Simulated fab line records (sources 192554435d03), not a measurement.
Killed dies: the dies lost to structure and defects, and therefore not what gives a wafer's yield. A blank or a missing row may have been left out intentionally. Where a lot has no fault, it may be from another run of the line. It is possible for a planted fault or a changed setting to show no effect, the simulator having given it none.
Matching of chambers ; flow n5_finfet ; N5_BEOL_M0_SAQP_SPACER2_ETCHBACK_27 on rie_diel-03 has 4 sister chambers
The step etches SiO2 in CHF3/O2, target depth 22.5 nm, time 11.25 s. 20 wafers are shown with their chamber, then 10 later ones without.

== EACH WAFER AND ITS CHAMBER ==
wafer;chamber;showerhead_plenum_p_Torr (Torr);oes_o_777_au (a.u.);rf_vpp_V (V)
L076.2;1;2.40;0.69;522
L076.3;2;2.37;0.72;514
L076.6;2;2.36;0.73;513
L077.1;1;2.40;0.69;522
L077.2;0;2.52;0.79;521
L077.4;2;2.36;0.72;514
L079.1;3;2.39;0.75;506
L079.4;2;2.36;0.72;514
L079.5;2;2.36;0.72;513
L080.2;1;2.40;0.68;521
L080.4;0;2.52;0.79;519
L080.5;1;2.40;0.68;520
L081.3;1;2.40;0.68;520
L081.5;1;2.40;0.68;521
L081.6;0;2.52;0.79;521
L082.2;2;2.36;0.72;512
L082.3;0;2.52;0.79;520
L082.6;3;2.39;0.75;506
L084.4;3;2.39;0.74;506
L084.5;0;2.51;0.79;522

SIGNATURES (averages over the wafers above)
reading;chamber 0;chamber 1;chamber 2;chamber 3;scatter within a chamber
showerhead_plenum_p_Torr;2.5180;2.4000;2.3617;2.3900;0.0032
oes_o_777_au;0.7900;0.6833;0.7217;0.7467;0.00421
rf_vpp_V;520.60;521.00;513.33;506.00;0.885
Rule: a wafer's distance from a chamber is the root of the sum, over the readings, of the square of ((its reading less the chamber's mean) divided by the reading's scatter). If the next closest chamber is less than 2 further off than the closest, the wafer can't be placed; otherwise it belongs to the closest. The scatter: take each reading less its chamber's mean, square it, sum over the shown wafers, divide by the number of wafers less the number of chambers, and take the root.

== WAFERS WITHOUT THEIR CHAMBER ==
wafer;showerhead_plenum_p_Torr (Torr);oes_o_777_au (a.u.);rf_vpp_V (V)
L084.6;2.39;0.74;506
L088.2;2.39;0.74;507
L088.3;2.40;0.67;520
L088.6;2.51;0.78;520
L091.1;2.39;0.66;521
L091.3;2.38;0.73;507
L091.6;2.39;0.68;520
L097.1;2.38;0.72;506
L097.2;2.35;0.95;506
L097.4;2.39;0.94;520

== EACH ONE'S CHAMBER ==
wafer;from the rows above;in truth
L084.6;3;3
L088.2;3;3
L088.3;1;1
L088.6;0;0
L091.1;1;1
L091.3;3;3
L091.6;1;1
L097.1;3;3
L097.2;3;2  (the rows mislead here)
L097.4;3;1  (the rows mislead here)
8 of 10 placed correctly. Number that these rows cannot place: 0. Number placed wrongly: 2.
